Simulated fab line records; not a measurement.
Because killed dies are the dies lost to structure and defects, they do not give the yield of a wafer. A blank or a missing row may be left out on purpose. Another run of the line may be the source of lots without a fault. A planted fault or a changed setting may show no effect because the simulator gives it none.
Split-lot study ; flow n5Finfet ; route with 1938 steps; 7 lots, 21 wafers read

## SPLIT DETAILS
At N5_WELL_APT_COAT_02 (resist thk 950 nm), the setting spinRpm was moved away from the recipe's 1357 rpm on 6 of the 21 wafers read, by -10.0% to +5.7%. For the rest of the wafers, this setting stayed at what the recipe calls for.

The reading is taken at the split's own step.

## THE READING
coat_of_WELL_APT_COAT_02.thkNm (the simulator's own value, which no gauge read), in nm, at N5_WELL_APT_COAT_02 (resist thk 950 nm). The file does not state a usual value for it. Average 948.7 nm, standard deviation 2.1 nm, over the 15 wafers here run with the recipe.

wafer;tool, chamber at the split;spinRpm as run, rpm;against the recipe;coat_of_WELL_APT_COAT_02.thkNm, nm;against lot-mates on the recipe
L074.2;lithoTrack-05, 0;1357;recipe;945.2;-
L074.3;lithoTrack-05, 0;1357;recipe;947.2;-
L074.6;lithoTrack-05, 0;1357;recipe;950.6;-
L079.2;lithoTrack-04, 0;1357;recipe;947.9;-
L079.4;lithoTrack-04, 0;1221;-10.0%;1004;+53.7
L079.6;lithoTrack-04, 0;1357;recipe;952.8;-
L084.2;lithoTrack-01, 0;1222;-9.9%;1002;+50.3
L084.3;lithoTrack-01, 0;1222;-9.9%;1005;+53.3
L084.6;lithoTrack-01, 0;1357;recipe;951.7;-
L089.1;lithoTrack-04, 0;1357;recipe;949.4;-
L089.2;lithoTrack-04, 0;1357;recipe;946.5;-
L089.6;lithoTrack-04, 0;1357;recipe;947.8;-
L091.1;lithoTrack-05, 0;1435;+5.7%;925.8;-24.6
L091.2;lithoTrack-05, 0;1357;recipe;951.6;-
L091.5;lithoTrack-05, 0;1357;recipe;949.2;-
L092.1;lithoTrack-04, 0;1357;recipe;948.3;-
L092.3;lithoTrack-04, 0;1357;recipe;946.8;-
L092.6;lithoTrack-04, 0;1357;recipe;946.8;-
L096.2;lithoTrack-04, 0;1288;-5.1%;969.4;+20.0
L096.4;lithoTrack-04, 0;1288;-5.1%;973.5;+24.1
L096.5;lithoTrack-04, 0;1357;recipe;949.4;-

FIT RESULTS
A straight line over all 21 wafers: coat_of_WELL_APT_COAT_02.thkNm changes by -5.2 nm for each +1% of spinRpm; r = -0.99; the points scatter about the line by 3.1 nm.
The same after taking each lot's own level away (the mean of its wafers on the recipe; 21 wafers): -5.03 nm for each +1%; r = -0.99; scatter 2.4 nm.
The reading moves by 50 nm for the largest change in spinRpm, on that fit.
Measured against the standard deviation above, the lots' own levels, which go from 947.30 to 951.70 nm, span 2.1 times it.
Hence the lot-to-lot level has little effect on the slope; both slopes agree.
Check: with one of the wafers moved furthest among these (-10.0%) left out of the fit, the line predicts +49.5 nm for it against its lot-mates. Against them it came out at +53.7 nm.

## FILE'S OWN FIT
coat_of_WELL_APT_COAT_02.thkNm changes by -5.05 nm for each +1% of spinRpm, r = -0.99.
